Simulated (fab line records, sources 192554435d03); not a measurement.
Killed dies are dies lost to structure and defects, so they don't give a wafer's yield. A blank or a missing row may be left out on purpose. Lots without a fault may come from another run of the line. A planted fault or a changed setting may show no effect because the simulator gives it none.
Which tool did it? | flow n5_finfet | 24 lots, 72 wafers sampled, at 4 steps of a route of 1938

WHAT THE GAUGES READ, wafer by wafer
N5_START_INSPECT_01: inspects for defects (unpatterned scan).
lot  | measured    | on                | raw_defect_count
L074 | day 1 12:02 | defect_inspect-01 | 3 6 5
L075 | day 1 18:02 | defect_inspect-01 | 5 9 10
L076 | day 2 00:02 | defect_inspect-02 | 3 3 3
L077 | day 2 06:02 | defect_inspect-01 | 2 6 7
L078 | day 2 12:02 | defect_inspect-02 | 5 6 4
L079 | day 2 18:02 | defect_inspect-02 | 5 4 6
L080 | day 3 00:02 | defect_inspect-01 | 5 4 8
L081 | day 3 06:02 | defect_inspect-02 | 7 7 7
L082 | day 3 12:02 | defect_inspect-01 | 6 9 7
L083 | day 3 18:02 | defect_inspect-02 | 4 3 8
L084 | day 4 00:02 | defect_inspect-01 | 0 4 6
L085 | day 4 06:02 | defect_inspect-02 | 10 5 7
L086 | day 4 12:02 | defect_inspect-01 | 6 4 12
L087 | day 4 18:02 | defect_inspect-02 | 9 6 6
L088 | day 5 00:02 | defect_inspect-02 | 5 5 5
L089 | day 5 06:02 | defect_inspect-01 | 10 6 11
L090 | day 5 12:02 | defect_inspect-01 | 8 6 5
L091 | day 5 18:02 | defect_inspect-01 | 4 5 7
L092 | day 6 00:02 | defect_inspect-02 | 6 6 9
L093 | day 6 06:02 | defect_inspect-02 | 7 6 4
L094 | day 6 12:02 | defect_inspect-02 | 5 8 5
L095 | day 6 18:02 | defect_inspect-02 | 6 11 8
L096 | day 7 00:02 | defect_inspect-02 | 5 4 6
L097 | day 7 06:02 | defect_inspect-02 | 7 8 8

N5_WELL_APT_INSPECT_27: inspects for defects (macro).
lot  | measured    | on                | raw_defect_count
L074 | day 1 14:59 | defect_inspect-01 | 3 1 5
L075 | day 1 20:52 | defect_inspect-01 | 4 1 3
L076 | day 2 03:33 | defect_inspect-01 | 1 2 1
L077 | day 2 09:42 | defect_inspect-01 | 0 1 3
L078 | day 2 14:58 | defect_inspect-01 | 3 3 4
L079 | day 2 21:13 | defect_inspect-02 | 1 1 4
L080 | day 3 03:01 | defect_inspect-01 | 1 2 2
L081 | day 3 09:08 | defect_inspect-01 | 2 1 0
L082 | day 3 15:23 | defect_inspect-01 | 1 6 1
L083 | day 3 21:10 | defect_inspect-01 | 4 0 3
L084 | day 4 03:19 | defect_inspect-02 | 5 0 1
L085 | day 4 09:41 | defect_inspect-01 | 6 3 4
L086 | day 4 15:29 | defect_inspect-02 | 3 1 3
L087 | day 4 21:16 | defect_inspect-02 | 4 1 0
L088 | day 5 02:59 | defect_inspect-02 | 1 1 3
L089 | day 5 09:19 | defect_inspect-02 | 3 1 2
L090 | day 5 15:14 | defect_inspect-01 | 3 0 4
L091 | day 5 21:11 | defect_inspect-02 | 4 2 2
L092 | day 6 03:04 | defect_inspect-02 | 5 0 1
L093 | day 6 08:55 | defect_inspect-02 | 4 1 4
L094 | day 6 15:05 | defect_inspect-01 | 2 1 2
L095 | day 6 21:33 | defect_inspect-01 | 0 2 2
L096 | day 7 03:10 | defect_inspect-01 | 3 2 3
L097 | day 7 09:01 | defect_inspect-02 | 2 1 0

WHICH TOOL RAN EACH LOT (tool, then ch and the chambers of the sampled wafers, then the start)
lot  | N5_ZERO_LAYER_PECVD_02         | N5_ZERO_LAYER_STRIP_24
L074 | pecvd-02 ch 1,2, day 1 12:17   | plasma_asher-01 ch 0,1, day 1 13:02
L075 | pecvd-03 ch 0,1,2, day 1 18:17 | plasma_asher-01 ch 0,1, day 1 18:53
L076 | pecvd-03 ch 0,1,2, day 2 00:17 | plasma_asher-01 ch 0,1, day 2 01:01
L077 | pecvd-02 ch 0,1, day 2 06:17   | plasma_asher-01 ch 0,1, day 2 07:32
L078 | pecvd-03 ch 0,1,2, day 2 12:17 | plasma_asher-02 ch 0,1, day 2 12:53
L079 | pecvd-02 ch 0,1, day 2 18:17   | plasma_asher-01 ch 0,1, day 2 18:55
L080 | pecvd-02 ch 0, day 3 00:17     | plasma_asher-02 ch 0,1, day 3 00:58
L081 | pecvd-03 ch 0,1,2, day 3 06:18 | plasma_asher-02 ch 0,1, day 3 07:02
L082 | pecvd-02 ch 0,1, day 3 12:17   | plasma_asher-01 ch 0,1, day 3 12:55
L083 | pecvd-04 ch 0,1,2, day 3 18:18 | plasma_asher-01 ch 0,1, day 3 19:11
L084 | pecvd-02 ch 0,1,2, day 4 00:17 | plasma_asher-01 ch 0,1, day 4 01:04
L085 | pecvd-04 ch 0,1, day 4 06:18   | plasma_asher-02 ch 0,1, day 4 06:58
L086 | pecvd-04 ch 0,2, day 4 12:17   | plasma_asher-02 ch 1, day 4 13:01
L087 | pecvd-02 ch 0,2, day 4 18:17   | plasma_asher-02 ch 0,1, day 4 19:07
L088 | pecvd-04 ch 1,2, day 5 00:17   | plasma_asher-01 ch 0,1, day 5 01:01
L089 | pecvd-03 ch 0,1,2, day 5 06:18 | plasma_asher-02 ch 0,1, day 5 06:57
L090 | pecvd-03 ch 0,1, day 5 12:19   | plasma_asher-02 ch 0,1, day 5 13:08
L091 | pecvd-02 ch 0,2, day 5 18:20   | plasma_asher-02 ch 0,1, day 5 19:05
L092 | pecvd-03 ch 0,1,2, day 6 00:19 | plasma_asher-01 ch 0,1, day 6 00:56
L093 | pecvd-04 ch 0,2, day 6 06:17   | plasma_asher-01 ch 0,1, day 6 06:58
L094 | pecvd-02 ch 0,2, day 6 12:18   | plasma_asher-02 ch 1, day 6 12:55
L095 | pecvd-02 ch 0,2, day 6 18:17   | plasma_asher-02 ch 0,1, day 6 18:53
L096 | pecvd-02 ch 1,2, day 7 00:28   | plasma_asher-01 ch 0,1, day 7 01:12
L097 | pecvd-03 ch 1,2, day 7 06:19   | plasma_asher-01 ch 0,1, day 7 07:01
- N5_ZERO_LAYER_PECVD_02: deposits SiO2 from SiH4/N2O, target thk 10 nm, time 6 s.
- N5_ZERO_LAYER_STRIP_24: strips in O2.

WHAT THE TOOLS THEMSELVES READ (means of the sampled wafers that have a number; where no wafer has one, the mark that the record gives instead)
N5_ZERO_LAYER_PECVD_02.
lot  | tool     | heater_power_w (W) | showerhead_plenum_p_Torr (Torr) | susceptor_temp_C (C)
L074 | pecvd-02 | 750                | 8.26                            | 400.03
L075 | pecvd-03 | 726                | 8.26                            | 399.89
L076 | pecvd-03 | 708                | 8.27                            | 400.07
L077 | pecvd-02 | 820                | 8.32                            | 399.98
L078 | pecvd-03 | 753                | 8.27                            | 400.05
L079 | pecvd-02 | 731                | 8.31                            | 399.97
L080 | pecvd-02 | 811                | 8.30                            | 400.07
L081 | pecvd-03 | 742                | 8.27                            | 399.89
L082 | pecvd-02 | 754                | 8.32                            | 399.99
L083 | pecvd-04 | 788                | 8.06                            | 399.98
L084 | pecvd-02 | 781                | 8.25                            | 399.90
L085 | pecvd-04 | 749                | 8.11                            | 399.74
L086 | pecvd-04 | 738                | 8.07                            | 399.80
L087 | pecvd-02 | 822                | 8.25                            | 399.55
L088 | pecvd-04 | 894                | 8.01                            | 399.84
L089 | pecvd-03 | 755                | 8.26                            | 400.05
L090 | pecvd-03 | 782                | 8.25                            | 399.79
L091 | pecvd-02 | 852                | 8.19                            | 400.13
L092 | pecvd-03 | 730                | 8.26                            | 399.95
L093 | pecvd-04 | 760                | 8.07                            | 399.89
L094 | pecvd-02 | 875                | 8.25                            | 400.00
L095 | pecvd-02 | 773                | 8.18                            | 400.24
L096 | pecvd-02 | 711                | 8.21                            | 399.95
L097 | pecvd-03 | 802                | 8.29                            | 399.78

N5_ZERO_LAYER_STRIP_24.
lot  | tool            | drypump_motor_current_A (A) | heater_power_w (W) | oes_product_au (a.u.) | strip_time_to_endpoint_s (s)
L074 | plasma_asher-01 | 5.96                        | 345                | 0.644                 | 43.76
L075 | plasma_asher-01 | 5.99                        | 361                | 0.642                 | 44.02
L076 | plasma_asher-01 | 5.97                        | 362                | 0.646                 | 43.87
L077 | plasma_asher-01 | 5.99                        | 341                | 0.644                 | 43.94
L078 | plasma_asher-02 | 5.80                        | 330                | 0.649                 | 43.87
L079 | plasma_asher-01 | 5.97                        | 359                | 0.648                 | 43.86
L080 | plasma_asher-02 | 5.72                        | 339                | 0.654                 | 43.89
L081 | plasma_asher-02 | 5.72                        | 335                | 0.643                 | 43.85
L082 | plasma_asher-01 | 5.99                        | 363                | 0.649                 | 43.86
L083 | plasma_asher-01 | 5.97                        | 363                | 0.647                 | 43.99
L084 | plasma_asher-01 | 5.96                        | 341                | 0.647                 | 43.87
L085 | plasma_asher-02 | 5.73                        | 338                | 0.653                 | 43.99
L086 | plasma_asher-02 | 5.91                        | 322                | 0.647                 | 43.85
L087 | plasma_asher-02 | 5.81                        | 334                | 0.645                 | 43.99
L088 | plasma_asher-01 | 5.99                        | 362                | 0.647                 | 43.84
L089 | plasma_asher-02 | 5.74                        | 338                | 0.641                 | 43.86
L090 | plasma_asher-02 | 5.82                        | 334                | 0.652                 | 43.83
L091 | plasma_asher-02 | 5.83                        | 328                | 0.647                 | 43.79
L092 | plasma_asher-01 | 5.99                        | 341                | 0.643                 | 43.78
L093 | plasma_asher-01 | 5.99                        | 345                | 0.642                 | 43.78
L094 | plasma_asher-02 | 5.92                        | 319                | 0.646                 | 43.87
L095 | plasma_asher-02 | 5.79                        | 333                | 0.648                 | 43.70
L096 | plasma_asher-01 | 5.97                        | 344                | 0.642                 | 43.82
L097 | plasma_asher-01 | 5.99                        | 366                | 0.647                 | 43.87

THE ANSWER, worked out from the rows above alone
Rule: what is usual is taken from the lots themselves. Put in order of their means at a reading, lots are off if they are a third of the lots or fewer, leave a main group of 4 or more, and stand apart from it by a gap of 3 or more times the standard deviation of the main group's means; of several such gaps the widest counts. A main group whose means are all the same, to the digits that the tables above print for the reading, isn't used. A lot without any number at a reading at which 4 lots or more have one is off too. The other lots that the step has rows for count as sound. The gauges are gone through in route order, then the tools' own readings, and for those a lot's mean is taken as printed above. The first step at which some lot is off is used, and at that step the reading that is off furthest; a lot without a number counts as furthest.
No lot is off at any reading shown: from this, nothing can be told.

WHAT THE SIMULATOR HAD PUT IN
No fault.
